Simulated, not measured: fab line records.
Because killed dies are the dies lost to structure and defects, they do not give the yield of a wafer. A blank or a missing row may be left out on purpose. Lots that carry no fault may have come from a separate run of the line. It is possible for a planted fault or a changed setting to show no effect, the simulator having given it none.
Code-filled problem report in 8D (eight disciplines) form ; flow nandHarc ; the parts of the form that need people (team, actions taken, sign-off) are left out

== 1. WHAT WENT WRONG ==
Wafers without a fault read 118.00 C, standard deviation 0.13; plateTempC at NHARC_P_GATE_PEB_44 reads a mean of 116.61 C on 6 wafers belonging to 2 lots. That puts it -11 standard deviations away from the usual mean.
The step: peb time 85 s.
Seen first at day 8 21:57 on lithoTrack-05, wafer L770.2. The record has a number at this step for 36 wafers belonging to 12 lots. Rule for "out" (also "out of limits"): further than 4 standard deviations from the usual mean. Any other wafer with a number is counted as sound.

== 2. WHAT IT IS AND WHAT IT IS NOT ==
question;is;is not
which readings at this step;plateTempC, heaterPowerTotalW;exhaustPa
which lots;L770, L772;L759, L760, L761, L762, L763, L764, L774, L775, L776, L779
which wafers of those lots;all that have a number;-
read on which tools;lithoTrack-05;lithoTrack-03, lithoTrack-07
when;from day 8 21:57;"up to then (18 sound wafers); but 12 sound wafers of L774, L775, L776, L779 came after"

== 3. SUSPECTS, AND WHAT RULES EACH OUT ==
Counting: a tool at any process step up to the reading remains a suspect when it ran all the lots that are out and ran no sound lot after the first of those.
- lithoTrack-05 at NHARC_P_GATE_PEB_44 (peb time 85 s): kept. Every lot that is out went through it, starting with L770 (day 8 21:57), and after that it ran no sound lot; the last sound lot it ran before then is L764 (day 7 05:43). Its own readings are out on those wafers: heaterPowerTotalW, plateTempC.
The count leaves lithoTrack-05 at NHARC_P_GATE_PEB_44.

== 4. THE CAUSE (what the simulator had put in) ==
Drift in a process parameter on lithoTrack-05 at NHARC_P_GATE_PEB_44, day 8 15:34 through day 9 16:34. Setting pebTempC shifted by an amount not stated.
Only this tool survived the counting.

== 5. SEQUENCE OF EFFECTS, ordered by route ==
Each row: a reading where the mean over the struck wafers with a number is more than 3 standard deviations away from the usual. Scope: only readings with a usual standard deviation given in the record; hours: median across lots of the time from each lot's start at the first step in this table that gives one to its start at this step; sigmas: change in usual standard deviations.
hours;step;reading;usual;on struck wafers;change;sigmas
0;NHARC_P_GATE_PEB_44;heaterPowerTotalW;164.01 W;161.61;-2.40;-8.9
0;NHARC_P_GATE_PEB_44;plateTempC;118.00 C;116.61;-1.39;-11
It contains these process steps:
- NHARC_P_GATE_PEB_44: peb time 85 s.

== 6. WHAT WOULD HAVE CAUGHT IT SOONER ==
In this record no reading fell out of limits until day 8 21:57, 6 hours after the fault had begun at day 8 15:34.
